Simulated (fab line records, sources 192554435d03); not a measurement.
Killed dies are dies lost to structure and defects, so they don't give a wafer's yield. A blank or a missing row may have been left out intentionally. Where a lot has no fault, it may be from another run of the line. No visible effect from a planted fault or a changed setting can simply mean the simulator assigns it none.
Lot-split experiment + flow n5Finfet + on a route of 1938 steps: 7 lots, 21 wafers read

== ON THE SPLIT ==
At N5_BEOL_M13_ETCH_68 (etches SOC in N2/H2, time 355 s), the setting timeS was moved away from the recipe's 355 s on 6 of the 21 wafers read, by -20.6% to +22.1%. All remaining wafers had this setting at the recipe value.

Reading taken at the split's own step.

== THE READING ==
SiARC_of_BEOL_M13_COAT_66.thkNm (the simulator's own value, which no gauge read), in nm, at N5_BEOL_M13_ETCH_68 (etches SOC in N2/H2, time 355 s). The file does not state a usual value for it. Across the 15 wafers here that went through the recipe, the average is 77.1 nm and the standard deviation 0.71 nm.

| wafer  | tool, chamber at the split | timeS as run, s | against the recipe | SiARC_of_BEOL_M13_COAT_66.thkNm, nm | against lot-mates on the recipe |
|--------|----------------------------|-----------------|--------------------|-------------------------------------|---------------------------------|
| L077.2 | rieDiel-05, 0              | 433.4           | +22.1%             | 69.6                                | -7.0                            |
| L077.3 | rieDiel-05, 2              | 433.4           | +22.1%             | 70.2                                | -6.4                            |
| L077.6 | rieDiel-05, 1              | 355             | recipe             | 76.6                                | -                               |
| L075.3 | rieDiel-01, 1              | 378.5           | +6.6%              | 73.6                                | -2.3                            |
| L075.5 | rieDiel-01, 0              | 355             | recipe             | 76                                  | -                               |
| L075.6 | rieDiel-01, 1              | 355             | recipe             | 75.8                                | -                               |
| L079.1 | rieDiel-05, 3              | 281.7           | -20.6%             | 83.8                                | +6.4                            |
| L079.3 | rieDiel-05, 0              | 281.7           | -20.6%             | 84                                  | +6.6                            |
| L079.6 | rieDiel-05, 2              | 355             | recipe             | 77.4                                | -                               |
| L085.2 | rieDiel-03, 2,3            | 355             | recipe             | 77.8                                | -                               |
| L085.5 | rieDiel-03, 2,3            | 355             | recipe             | 77.8                                | -                               |
| L085.6 | rieDiel-03, 2              | 355             | recipe             | 77.6                                | -                               |
| L091.1 | rieDiel-01, 1              | 302.3           | -14.8%             | 82                                  | +5.5                            |
| L091.4 | rieDiel-01, 3              | 355             | recipe             | 76.8                                | -                               |
| L091.6 | rieDiel-01, 3              | 355             | recipe             | 76.2                                | -                               |
| L089.3 | rieDiel-01, 2              | 355             | recipe             | 77.8                                | -                               |
| L089.4 | rieDiel-01, 3              | 355             | recipe             | 76.6                                | -                               |
| L089.6 | rieDiel-01, 0              | 355             | recipe             | 76.8                                | -                               |
| L096.1 | rieDiel-05, 2              | 355             | recipe             | 78                                  | -                               |
| L096.5 | rieDiel-05, 2              | 355             | recipe             | 77.8                                | -                               |
| L096.6 | rieDiel-05, 3              | 355             | recipe             | 77.4                                | -                               |
When a row names more than one chamber, that row covers several wafers, and the file does not tell which wafer ran in which chamber.

FIT RESULTS
A straight line over all 21 wafers: SiARC_of_BEOL_M13_COAT_66.thkNm changes by -0.332 nm for each +1% of timeS; r = -0.98; the points scatter about the line by 0.71 nm.
The same after taking each lot's own level away (the mean of its wafers on the recipe; 21 wafers): -0.316 nm for each +1%; r = -0.99; scatter 0.34 nm.
That fit puts the effect of the largest move of timeS on the reading at 7 nm.
From 75.90 to 77.73 nm: that is the span of the lots' own levels, equal to 2.6 times the standard deviation above.
The two slopes are in agreement: the lot-to-lot level therefore moves the slope only a little.
Check: for one of the wafers moved furthest among these (+22.1%), held out of the fit, the line's prediction against its lot-mates is -6.89 nm. Against them it came out at -7 nm.

== FURTHER SPLITS ON THESE WAFERS ==
These wafers also went through other splits before the reading. Each is held against what the fit with the lots' levels taken away leaves over:
| other split on the same wafers | wafers away from the commonest value | r with SiARC_of_BEOL_M13_COAT_66.thkNm (lot level and that fit taken away) |
|--------------------------------|--------------------------------------|----------------------------------------------------------------------------|
| N5_BEOL_M12_ILD_DEP_00 timeS   | 9                                    | +0.08                                                                      |
| N5_BEOL_M12_PEB_08 pebTimeS    | 8                                    | -0.07                                                                      |
| N5_BEOL_M13_EXPOSE_07 doseMj   | 6                                    | +0.21                                                                      |

== FILE'S OWN FIT ==
SiARC_of_BEOL_M13_COAT_66.thkNm changes by -0.322 nm for each +1% of timeS, r = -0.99.
